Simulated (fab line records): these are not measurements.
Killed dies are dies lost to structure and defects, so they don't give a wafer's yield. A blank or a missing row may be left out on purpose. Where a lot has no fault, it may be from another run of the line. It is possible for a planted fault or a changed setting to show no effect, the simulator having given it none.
Chamber matching -- flow n5_finfet -- N5_BEOL_M11_ETCH_65 on rie_diel-06 has 4 sister chambers
The step etches SiARC in CF4, target depth 39 nm, time 65 s. 20 wafers are shown with their chamber, then 10 later ones without.

## WAFERS, EACH WITH ITS CHAMBER
wafer,chamber,showerhead_plenum_p_Torr (Torr),drypump_motor_current_A (A),throttle_valve_pct (%)
L075.2,3,1.98,5.9,15.37
L075.5,3,1.98,5.9,15.36
L075.6,2,2.10,5.6,15.65
L079.1,0,2.04,6.5,15.40
L079.4,1,2.25,6.5,15.51
L079.6,1,2.25,6.5,15.52
L082.2,3,1.98,5.8,15.39
L082.3,2,2.09,5.6,15.68
L082.6,3,1.98,5.8,15.39
L083.1,3,1.98,5.9,15.38
L083.3,0,2.03,6.5,15.38
L083.6,3,1.98,5.9,15.39
L084.1,3,1.98,5.9,15.39
L084.2,0,2.03,6.5,15.39
L084.5,3,1.98,5.8,15.39
L085.4,0,2.03,6.6,15.40
L085.5,0,2.03,6.6,15.40
L085.6,1,2.25,6.5,15.53
L093.1,3,1.97,5.9,15.42
L093.4,0,2.03,6.5,15.43

SIGNATURES, as means of the wafers listed above
reading,chamber 0,chamber 1,chamber 2,chamber 3,scatter within a chamber
showerhead_plenum_p_Torr,2.0317,2.2500,2.0950,1.9789,0.00373
drypump_motor_current_A,6.533,6.500,5.600,5.867,0.0456
throttle_valve_pct,15.4000,15.5200,15.6650,15.3867,0.0163
Rule: distance of a wafer from a chamber = root of the sum over the readings of ((wafer's reading minus chamber's mean) / reading's scatter) squared. If the next closest chamber is less than 2 further off than the closest, the wafer can't be placed; otherwise it belongs to the closest. How the scatter is found: for the shown wafers, subtract from each reading the mean of its chamber, square and add these, divide the total by (wafers less chambers), then take the root.

## WAFERS MISSING THEIR CHAMBER
wafer,showerhead_plenum_p_Torr (Torr),drypump_motor_current_A (A),throttle_valve_pct (%)
L093.6,2.24,6.5,15.59
L094.1,1.97,5.9,15.43
L094.2,2.24,6.5,15.58
L094.3,2.02,6.5,15.45
L095.3,2.24,6.5,15.60
L095.5,2.24,6.5,15.58
L095.6,2.02,6.5,15.44
L097.2,1.97,5.9,15.45
L097.4,1.97,5.9,15.45
L097.5,2.02,6.5,15.47

## EACH ONE'S CHAMBER
wafer,from the rows above,in truth
L093.6,1,1
L094.1,3,3
L094.2,1,1
L094.3,0,0
L095.3,1,1
L095.5,1,1
L095.6,0,0
L097.2,3,3
L097.4,3,3
L097.5,0,0
Correctly placed: 10 of 10. Not placeable from these rows: 0. 0 placed wrongly.
